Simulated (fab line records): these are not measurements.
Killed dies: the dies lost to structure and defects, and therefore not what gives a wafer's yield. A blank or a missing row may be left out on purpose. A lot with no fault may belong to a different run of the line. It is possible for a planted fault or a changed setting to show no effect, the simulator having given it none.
A single fault, viewed from 2 desks :: flow nand-harc :: what lay behind the numbers comes last; until then each desk has only its own

## METROLOGY DESK
Lot by lot, what the gauges showed, no matter which tool ran the lot: averages of those sampled wafers that carry a number. Marked OUT: a lot whose mean sits more than 4 standard deviations from the usual mean, which makes it out of limits; the brackets give that distance.
Columns: A = overlay-x-nm at NHARC_HYBRID_BOND_OVL_MEAS_05, usual -3 nm; B = overlay-y-nm at NHARC_HYBRID_BOND_OVL_MEAS_05, usual 3 nm
lot: L850
first seen here: day 24 03:40
A: -1
B: 56

lot: L852
first seen here: day 24 15:43
A: -34
B: -31

lot: L851
first seen here: day 24 15:44
A: -28
B: -7

lot: L853
first seen here: day 24 15:44
A: -5
B: 13

lot: L854
first seen here: day 25 04:21
A: 9
B: -7

lot: L855
first seen here: day 26 03:11
A: -8
B: 21

lot: L857
first seen here: day 26 19:32
A: 10
B: 26

lot: L858
first seen here: day 27 17:29
A: -3
B: 27

lot: L861
first seen here: day 28 01:59
A: 32
B: 25

lot: L860
first seen here: day 28 02:00
A: -12
B: 3

lot: L865
first seen here: day 29 10:26
A: -2
B: -13

lot: L866
first seen here: day 31 05:25
A: -4
B: 13

lot: L872
first seen here: day 33 04:29
A: 33
B: 5

lot: L873
first seen here: day 33 09:49
A: -24
B: 4
This desk found nothing out of limits on any of the 14 lots.

## FOR THE TOOL OWNER'S DESK: pecvd-onon-02
The tool's own readings at NHARC_A_ONON_D1_DEP_03 (target thk 1000 nm): means of the sampled wafers that have a number, for each lot that ran on this tool. Marked OUT: a lot whose mean sits more than 4 standard deviations from the usual mean, which makes it out of limits; the brackets give that distance.
Columns: A = n2-flow-sccm at NHARC_A_ONON_D1_DEP_03, usual 2752 sccm
lot: L850
first seen here: day 7 19:24
A: 2744

lot: L852
first seen here: day 8 12:45
A: 2754

lot: L858
first seen here: day 11 07:00
A: 2748

lot: L860
first seen here: day 12 01:07
A: 2755

lot: L865
first seen here: day 13 20:22
A: 2749

lot: L866
first seen here: day 14 15:22
A: 2744

lot: L873
first seen here: day 16 22:40
A: 2750
This desk found nothing out of limits on any of the 7 lots.

## BROUGHT TOGETHER
At the metrology desk, nothing out of limits was observed.
The desk of the tool owner found nothing out of limits.

## WHAT THE SIMULATOR HAD PUT IN
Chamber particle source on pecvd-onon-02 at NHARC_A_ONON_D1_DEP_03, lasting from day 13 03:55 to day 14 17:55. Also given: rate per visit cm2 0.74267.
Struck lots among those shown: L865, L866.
